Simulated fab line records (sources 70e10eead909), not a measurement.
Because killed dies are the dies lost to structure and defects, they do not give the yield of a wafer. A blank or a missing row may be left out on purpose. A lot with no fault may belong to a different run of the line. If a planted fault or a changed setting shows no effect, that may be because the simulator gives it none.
Matching of chambers ; flow nandHarc ; NHARC_P_CONTACT_STRIP_28 on rieDiel-03 has 4 sister chambers
The step strips in O2. 14 wafers are shown with their chamber, then 7 later ones without.

WAFERS PAIRED WITH THEIR CHAMBERS
wafer;chamber;showerheadPlenumPTorr (Torr);drypumpMotorCurrentA (A);rfVppV (V)
L079.3;3;3.68;6.0;57.0
L079.4;1;3.73;5.8;59.4
L079.5;3;3.68;6.0;58.1
L075.1;0;3.76;5.0;56.9
L075.2;1;3.73;5.8;58.6
L075.3;3;3.68;6.0;56.9
L080.1;1;3.73;5.9;58.3
L080.3;2;3.35;5.4;56.9
L080.5;0;3.76;5.0;60.1
L087.1;2;3.35;5.4;56.9
L087.4;0;3.76;5.0;58.2
L087.6;0;3.76;5.0;58.6
L093.3;3;3.68;6.0;57.9
L093.5;1;3.72;5.9;56.4

SIGNATURES (means of the wafers above)
reading;chamber 0;chamber 1;chamber 2;chamber 3;scatter within a chamber
showerheadPlenumPTorr;3.7600;3.7275;3.3500;3.6800;0.00274
drypumpMotorCurrentA;5.000;5.850;5.400;6.000;0.0316
rfVppV;58.450;58.175;56.900;57.475;1.06
Rule: a wafer's distance from a chamber is the root of the sum, over the readings, of the square of ((its reading less the chamber's mean) divided by the reading's scatter). The wafer belongs to the nearest chamber; if the next one is less than 2 further off, it can't be placed. How the scatter is found: for the shown wafers, subtract from each reading the mean of its chamber, square and add these, divide the total by (wafers less chambers), then take the root.

WAFERS WHOSE CHAMBER IS MISSING
wafer;showerheadPlenumPTorr (Torr);drypumpMotorCurrentA (A);rfVppV (V)
L093.6;3.35;5.4;58.9
L094.1;3.76;5.0;58.3
L094.4;3.72;5.9;58.6
L094.5;3.72;5.9;59.0
L097.1;3.35;5.4;57.1
L097.3;3.72;5.9;57.3
L097.6;3.35;5.4;57.8

CHAMBER TAKEN BY EACH
wafer;from the rows above;in truth
L093.6;2;2
L094.1;0;0
L094.4;1;1
L094.5;1;1
L097.1;2;2
L097.3;1;1
L097.6;2;2
Correct placement for 7 of the 7. Number that these rows cannot place: 0. Placed wrongly: 0.
